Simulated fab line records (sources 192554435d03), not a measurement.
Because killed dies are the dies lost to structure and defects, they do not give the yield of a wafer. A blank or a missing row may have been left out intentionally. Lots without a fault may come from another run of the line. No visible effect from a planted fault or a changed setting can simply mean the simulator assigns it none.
fab line records | flow n5-finfet
[record] lots = 4 | wafers = 12 | last-day = 17
route steps=1938 shown FIN_SAQP@119 FIN_CUT@154 STI_FIN_REVEAL@196
lots that met no fault: taken from a fault-free run of the same line
start-h: hours from the record's opening day to when the first of the lot's shown wafers began | wait-h: hours from the lot's prior step to this one | " same as the row above | L1.1+2: one row covering several wafers at once | - value missing, or start not given | * or withheld: withheld | < > ~ a bound
route shown NAME@n: names a module that has steps shown in the file, with the first one's number in the route | usual: mean/standard deviation of fault-free wafers | same: alike in all rows | chamber/n: place in a boat | sites: the reading at each site | _std_site: standard deviation of those values | _edge_site: outer sites' mean less inner sites' | radius-mm: for every site, how far away it sits from the centre of the wafer | mask NAME#n: copy n | behind: the most recent tool/chamber to have shaped the wafer | hold: why the lot went on hold/how many hours it stayed there/how the hold came to an end | device: the transistor (n, p or np) that didn't switch | end of line: at the end of the route, the tests of the same wafers | a step without rows: its recipe alone | killed: at the first sort, the dies lost to defects and structure; wafer yield is something else | map: per-die view of a wafer (x killed, . not killed, _ where there is no die)
set.NAME: the setting that was run; set.NAME@STEP: the one run at that earlier step | model.NAME: the simulator's own value behind a step, which no gauge read
certain route steps with their lots: each step a table, each wafer a row
services: a tool's chamber out of use, with start hour (start-h, from the record's first day; less than 0 if before it), hours out, and reason
[[steps]]
[step N5_FIN_SAQP_STRIP_74]
[recipe] chemistry = CHF3/O2 | resist = SiARC | rf-frequency-hz = 6e+07
[step N5_FIN_SAQP_MANDREL_ETCH_22]
[recipe] target-depth-a = 600 | chemistry = HBr/Cl2 | target = a-Si | stop-on = SiNx | bt-time-s = 10 | over-etch-frac = 0.5 | time-s = 30 | pressure-mtorr = 10 | icp-w = 800 | bias-w = 75 | HBr_flow_sccm = 150 | Cl2_flow_sccm = 80 | ends = end-point
[step N5_FIN_SAQP_STRIP_55]
[recipe] chemistry = N2/H2 | power-w = 500 | temp-c = 40 | pressure-mtorr = 50 | rf-frequency-hz = 6e+07 | overash-fraction = 0.3 | bias-power-w = 28 | h2-frac = 0.5 | n2-flow-sccm = 300 | h2-flow-sccm = 300
[step N5_FIN_SAQP_STRIP_23]
[recipe] chemistry = SPM | time-s = 750 | temp-c = 130 | h2so4-h2o2-vol-ratio = 4
[step N5_FIN_SAQP_SRD_66]
[recipe] dry = ipa-marangoni | time-s = 30 | temp-c = 23 | rinse-liquid = diw
[step N5_FIN_SAQP_RECESS_75]
[recipe] chemistry = HF/NH3 | target = SiO2 | target-depth-a = 144 | afs-cycles = 3 | temp-c = 30 | sublimation-temp-c = 180 | sublimation-time-s = 60
[step N5_FIN_SAQP_SPACER1_ALD_24]
[recipe] material = SiO2 | target-thk-a = 203 | temp-c = 300 | ald-precursor-family = BDEAS | ald-co-reactant = O2-plasma | pulse-time-s = 1 | purge-time-s = 2 | co-reactant-purge-time-s = 2 | ald-cycles = 218 | pressure-torr = 2
[step N5_FIN_SAQP_SPACER1_ETCHBACK_25]
[recipe] chemistry = CHF3/O2 | mode = anisotropic-etchback | target = SiO2 | target-depth-a = 244 | time-s = 12.2 | pressure-mtorr = 30 | source-w = 650 | bias-w = 170 | Ar_flow_sccm = 200 | CHF3_flow_sccm = 50 | O2_flow_sccm = 5 | ion-energy-ev = 200
[step N5_FIN_SAQP_MANDREL1_REMOVE_56]
[recipe] chemistry = HBr/Cl2/O2 | bt-time-s = 10 | target = a-Si | stop-on = SiNx | endpoint = OES-SiCl | over-etch-frac = 1 | icp-w = 600 | bias-w = 22 | HBr_flow_sccm = 150 | Cl2_flow_sccm = 80 | O2_flow_sccm = 5 | pressure-mtorr = 10
[step N5_FIN_SAQP_ETCH_57]
[recipe] chemistry = CH3F/O2 | target = SiNx | mask-material = SiO2 | target-depth-a = 325 | time-s = 46.4 | pressure-mtorr = 30 | source-w = 395 | bias-w = 73 | Ar_flow_sccm = 150 | CH3F_flow_sccm = 30 | O2_flow_sccm = 20 | ion-energy-ev = 120 | ends = cleared
[step N5_FIN_SAQP_ETCH_65]
[recipe] chemistry = CF4 | target = SiO2 | target-depth-a = 40 | ion-energy-ev = 350 | time-s = 4.4 | pressure-mtorr = 10 | icp-w = 800 | bias-w = 400 | cf4-flow-sccm = 80
[step N5_FIN_SAQP_MANDREL_ETCH_58]
[recipe] chemistry = HBr/Cl2 | target = a-Si | target-depth-a = 450 | bt-time-s = 10 | stop-on = SiNx | mask-material = SiO2 | over-etch-frac = 0.8 | time-s = 27 | pressure-mtorr = 10 | icp-w = 800 | bias-w = 75 | HBr_flow_sccm = 150 | Cl2_flow_sccm = 80 | ends = end-point
[usual] drypump-motor-current-A = 5.6/0.43 | oes-product-au = 0.693/0.0091 | throttle-valve-pct = 35.5/0.35
lot.wafer | tool      | chamber | start-h | wait-h | drypump-motor-current-A | oes-product-au | rf-hours-counter-h | throttle-valve-pct | model.SiNx_of_FIN_SAQP_HM_DEP_03.thk-nm
L964.2    | rie-si-04 | 1       | 126.88  | 0.0    | 5.6                     | 0.681          | 188                | 35.7               | 37.2
L964.3    | "         | 2       | "       | "      | 5.4                     | 0.677          | 80                 | 35.4               | 37.2
L964.6    | "         | 3       | "       | "      | 5.9                     | 0.694          | -                  | 35.7               | 38.29
L967.1    | rie-si-04 | 1       | 146.04  | 0.0    | 5.6                     | 0.682          | 188                | 35.7               | 37.6
L967.3    | "         | 0       | "       | "      | 6.0                     | 0.694          | 90                 | 35.3               | 38.38
L967.4    | "         | 2       | "       | "      | 5.3                     | 0.694          | 80                 | 35.4               | 30.6
L968.2    | rie-si-04 | 1       | 152.63  | 0.0    | 5.6                     | 0.688          | 188                | 35.7               | 37.4
L968.5    | "         | 0       | "       | "      | 6.0                     | 0.699          | -                  | 35.2               | 30.2
L968.6    | "         | 3       | "       | "      | 5.8                     | 0.702          | -                  | 35.7               | 38.2
L970.3    | rie-si-01 | 3       | 163.10  | 0.0    | 5.5                     | 0.693          | 10                 | 35.2               | 37.6
L970.4    | "         | 2       | "       | "      | 5.5                     | 0.715          | 81                 | 35.6               | 37.84
L970.6    | "         | 3       | "       | "      | 5.5                     | 0.693          | -                  | 35.2               | 38
[step N5_FIN_SAQP_RECESS_63]
[recipe] chemistry = HF/NH3 | target = SiO2 | target-depth-a = 180 | afs-cycles = 3 | temp-c = 30 | sublimation-temp-c = 180 | sublimation-time-s = 60
[step N5_FIN_SAQP_COAT_68]
[recipe] resist = SOC | temp-c = 250 | time-s = 60 | spin-rpm = 1500 | resist-thk-nm = 100
[step N5_FIN_SAQP_ETCH_69]
[recipe] chemistry = N2/H2 | target = SOC | target-depth-a = 1500 | stop-on = SiNx | ion-energy-ev = 100 | bias-w = 61 | pressure-mtorr = 30 | source-w = 850 | n2-flow-sccm = 200 | h2-flow-sccm = 200
[step N5_FIN_SAQP_ETCH_67]
[recipe] chemistry = CH3F/O2 | target = SiNx | target-depth-a = 300 | mask-material = SOC | pressure-mtorr = 30 | source-w = 395 | bias-w = 73 | Ar_flow_sccm = 150 | CH3F_flow_sccm = 30 | O2_flow_sccm = 20 | ion-energy-ev = 120
[step N5_FIN_SAQP_STRIP_70]
[recipe] chemistry = N2/H2 | power-w = 500 | temp-c = 40 | pressure-mtorr = 50 | rf-frequency-hz = 6e+07 | overash-fraction = 0.3 | bias-power-w = 28 | h2-frac = 0.5 | n2-flow-sccm = 300 | h2-flow-sccm = 300
[step N5_FIN_SAQP_RECESS_71]
[recipe] chemistry = HF/NH3 | target = SiO2 | target-depth-a = 30 | afs-cycles = 1 | temp-c = 30 | sublimation-temp-c = 180 | sublimation-time-s = 60
[step N5_FIN_SAQP_SPACER2_ALD_28]
[recipe] material = SiO2 | target-thk-a = 81 | temp-c = 300 | ald-precursor-family = BDEAS | ald-co-reactant = O2-plasma | pulse-time-s = 1 | purge-time-s = 2 | co-reactant-purge-time-s = 2 | pressure-torr = 2
[step N5_FIN_SAQP_SPACER2_ETCHBACK_29]
[recipe] chemistry = CHF3/O2 | mode = anisotropic-etchback | target = SiO2 | target-depth-a = 122 | time-s = 6.1 | pressure-mtorr = 30 | source-w = 650 | bias-w = 170 | Ar_flow_sccm = 200 | CHF3_flow_sccm = 50 | O2_flow_sccm = 5 | ion-energy-ev = 200
[step N5_FIN_SAQP_MANDREL2_REMOVE_60]
[recipe] chemistry = HBr/Cl2/O2 | bt-time-s = 10 | target = a-Si | stop-on = SiNx | endpoint = OES-SiCl | over-etch-frac = 1 | icp-w = 600 | bias-w = 22 | HBr_flow_sccm = 150 | Cl2_flow_sccm = 80 | O2_flow_sccm = 5 | pressure-mtorr = 10
[step N5_FIN_SAQP_HM_OPEN_33]
[recipe] chemistry = CH3F/O2 | target = SiNx | mask-material = SiO2 | target-depth-a = 494 | time-s = 70.6 | pressure-mtorr = 30 | source-w = 395 | bias-w = 73 | Ar_flow_sccm = 150 | CH3F_flow_sccm = 30 | O2_flow_sccm = 20 | ion-energy-ev = 120 | ends = cleared
[usual] CH3F_flow_sccm = 30.00/0.094 | drypump-motor-current-A = 5.8/0.46 | etch-rf-on-time-s = 70.2/1.9 | oes_ar_750_au = 0.78/0.061 | oes-product-au = 0.66/0.056 | rf-vpp-V = 295/7.9 | showerhead-plenum-p-Torr = 2.03/0.052 | throttle-valve-pct = 16.41/0.24
lot.wafer | tool        | chamber | start-h | wait-h | CH3F_flow_sccm | drypump-motor-current-A | etch-rf-on-time-s | oes_ar_750_au | oes-product-au | rf-hours-counter-h | rf-vpp-V | showerhead-plenum-p-Torr | throttle-valve-pct | model.etch.depth-nm
L964.2    | rie-diel-06 | 3       | 128.31  | 0.1    | 29.94          | 5.3                     | 69.2              | 0.87          | 0.75           | 21                 | 298      | 2.07                     | 16.35              | 36.63
L964.3    | "           | 1       | "       | "      | 29.96          | 6.5                     | 69.4              | 0.71          | 0.60           | 221                | 305      | 2.06                     | 16.66              | 36.64
L964.6    | "           | 2       | "       | "      | 29.98          | 5.4                     | 72.8              | 0.75          | 0.63           | -                  | 289      | 1.99                     | 16.23              | 37.66
L967.1    | rie-diel-03 | 0       | 147.99  | 0.4    | 30.00          | 6.1                     | 69.0              | 0.75          | 0.61           | 164                | 279      | 2.02                     | 16.77              | 37
L967.3    | "           | 3       | "       | "      | 29.98          | 6.3                     | 70.4              | 0.84          | 0.73           | 67                 | 298      | 1.94                     | 15.90              | 37.75
L967.4    | "           | 2       | "       | "      | 29.99          | 5.4                     | 56.0              | 0.71          | 0.62           | 169                | 302      | 1.98                     | 16.09              | 29.91
L968.2    | rie-diel-06 | 0       | 154.03  | 0.0    | 29.88          | 5.8                     | 67.1              | 0.79          | 0.68           | 112                | 283      | 2.11                     | 16.37              | 36.72
L968.5    | "           | 2       | "       | "      | 30.04          | 5.4                     | 56.7              | 0.74          | 0.63           | -                  | 286      | 1.98                     | 16.25              | 29.65
L968.6    | "           | 1       | "       | "      | 29.90          | 6.5                     | 70.5              | 0.70          | 0.60           | -                  | 305      | 2.06                     | 16.67              | 37.57
L970.3    | rie-diel-06 | 2       | 164.51  | 0.0    | 29.92          | 5.4                     | 70.9              | 0.75          | 0.63           | 187                | 288      | 1.98                     | 16.27              | 36.94
L970.4    | "           | 3       | "       | "      | 30.06          | 5.3                     | 71.9              | 0.84          | 0.72           | 31                 | 298      | 2.06                     | 16.38              | 37.21
L970.6    | "           | 0       | "       | "      | 30.08          | 5.7                     | 67.9              | 0.79          | 0.68           | -                  | 284      | 2.11                     | 16.38              | 37.41
[step N5_FIN_SAQP_ETCH_34]
[recipe] chemistry = C4F6/O2 | target = SiO2 | target-depth-a = 450 | time-s = 15 | ion-energy-ev = 250 | pressure-mtorr = 30 | source-w = 345 | bias-w = 185 | Ar_flow_sccm = 300 | C4F6_flow_sccm = 10 | O2_flow_sccm = 10 | ends = cleared
[step N5_FIN_SAQP_STRIP_77]
[recipe] chemistry = N2/H2 | time-s = 90 | power-w = 100 | temp-c = 40 | pressure-mtorr = 100 | rf-frequency-hz = 6e+07 | bias-power-w = 3 | n2-flow-sccm = 300 | h2-flow-sccm = 300
[step N5_FIN_SAQP_ETCH_64]
[recipe] chemistry = CF4 | target = SiO2 | target-depth-a = 15 | ion-energy-ev = 350 | pressure-mtorr = 10 | icp-w = 800 | bias-w = 400 | cf4-flow-sccm = 80
[step N5_FIN_SAQP_FIN_ETCH_36]
[recipe] chemistry = HBr/Cl2/O2 | target-depth-a = 1200 | mask-material = SiNx | time-s = 50.4 | bias-w = 102 | pressure-mtorr = 10 | icp-w = 800 | HBr_flow_sccm = 150 | Cl2_flow_sccm = 80 | O2_flow_sccm = 12
[step N5_FIN_SAQP_PRECLEAN_38]
[recipe] chemistry = O3/DIW | time-s = 45 | temp-c = 22 | o3-ppm = 10
[step N5_FIN_SAQP_PRECLEAN_45]
[recipe] chemistry = dHF | time-s = 10 | dilution = 500:1 | temp-c = 25
[step N5_FIN_SAQP_SRD_39]
[recipe] dry = ipa-marangoni | time-s = 30 | temp-c = 23 | rinse-liquid = diw
[step N5_FIN_CUT_COAT_18]
[recipe] resist = SOC | temp-c = 250 | time-s = 60 | spin-rpm = 1500 | resist-thk-nm = 230
[step N5_FIN_CUT_COAT_19]
[recipe] resist = SiARC | temp-c = 220 | time-s = 60 | spin-rpm = 1500 | resist-thk-nm = 20
[step N5_FIN_CUT_COAT_29]
[recipe] resist = underlayer | temp-c = 205 | time-s = 60 | spin-rpm = 1500 | resist-thk-nm = 10
[step N5_FIN_CUT_COAT_02]
[recipe] resist = CAR-EUV | spin-rpm = 1500 | resist-thk-nm = 30
[step N5_FIN_CUT_EBR_04]
[recipe] solvent = PGMEA | ebr-width-mm = 1.5
[step N5_FIN_CUT_SOFTBAKE_03]
[recipe] temp-c = 110 | time-s = 60 | resist = CAR-EUV
[step N5_FIN_CUT_EXPOSE_05]
[recipe] mask-id = FIN_CUT | na = 0.33 | source-shape = annular | sigma-inner = 0.35 | sigma-outer = 0.8 | polarization = unpolarized | dose-mj = 45.75
[step N5_STI_FIN_REVEAL_RECESS_09]
[recipe] chemistry = HF/NH3 | target = SiO2 | afs-cycles = 11 | target-depth-a = 425 | temp-c = 30 | sublimation-temp-c = 180 | sublimation-time-s = 60
[usual] drypump-motor-current-A = 6.2/0.32 | sublimation-temp-c = 180.00/0.16
lot.wafer | tool          | chamber | start-h | wait-h | drypump-motor-current-A | sublimation-temp-c | model.SiNx_of_FIN_SAQP_HM_DEP_03.thk-nm
L964.2    | vapor-etch-02 | 1       | 136.26  | 0.0    | 6.4                     | 180.05             | 17.6
L964.3    | "             | 0       | "       | "      | 6.2                     | 180.09             | 17.2
L964.6    | "             | 0       | "       | "      | 6.2                     | 179.97             | 18.6
L967.1    | vapor-etch-02 | 1       | 156.39  | 0.0    | 6.4                     | 179.88             | 17.6
L967.3    | "             | 1       | "       | "      | 6.4                     | 180.01             | 18
L967.4    | "             | 0       | "       | "      | 6.2                     | 180.16             | 10.2
L968.2    | vapor-etch-02 | 1       | 161.97  | 0.0    | 6.4                     | 180.26             | 17.6
L968.5    | "             | 1       | 163.03  | 1.1    | 6.4                     | 180.24             | 10.8
L968.6    | "             | 0       | "       | "      | 6.2                     | 180.14             | 18.6
L970.3    | vapor-etch-02 | 0       | 173.66  | 0.6    | 6.2                     | 180.19             | 17.8
L970.4    | "             | 1       | "       | "      | 6.4                     | 180.04             | 17.8
L970.6    | "             | 1       | "       | "      | 6.4                     | 179.89             | 18
[[services]]
tool      | chamber | start-h | hours | kind
rie-si-01 | -       | 109.65  | 0.2   | repair
rie-si-01 | 3       | 121.06  | 7.8   | repair
rie-si-04 | 2       | 155.56  | 7.1   | repair
[[key]]
[first-sign] step = N5_FIN_SAQP_HM_OPEN_33 | reading = etch-rf-on-time-s | direction = down | sigmas = 7.4 | usual = * | struck = *
effect none on later readings
[model-effect] step = N5_FIN_SAQP_MANDREL_ETCH_58 | value = SiNx_of_FIN_SAQP_HM_DEP_03.thk-nm | without = 38.76 | struck = 30.4
[model-effect] step = N5_FIN_SAQP_HM_OPEN_33 | value = etch.depth-nm | without = 38.1 | struck = 29.78
[model-effect] step = N5_STI_FIN_REVEAL_RECESS_09 | value = SiNx_of_FIN_SAQP_HM_DEP_03.thk-nm | without = 18.8 | struck = 10.5
met-at N5_FIN_SAQP_MANDREL_ETCH_58
struck-wafers L967.4,L968.5
tester-left-out L967,L968
onset-between 126.88 146.04
[fault] kind = process-parameter-drift | tool = rie-si-04 | chamber = - | onset-h = 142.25 | steps = N5_FIN_SAQP_MANDREL_ETCH_58 | channel = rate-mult | offset = 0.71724 | shape = step | end-h = 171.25 | scope = struck-wafers-only
// tester-left-out: of these lots the tester's yield and bins aren't shown, on N5 and GAA mostly nor the transistor test; their killed dies are dies lost to structure and defects alone, not to doping, threshold or leakage, so they don't give the yield
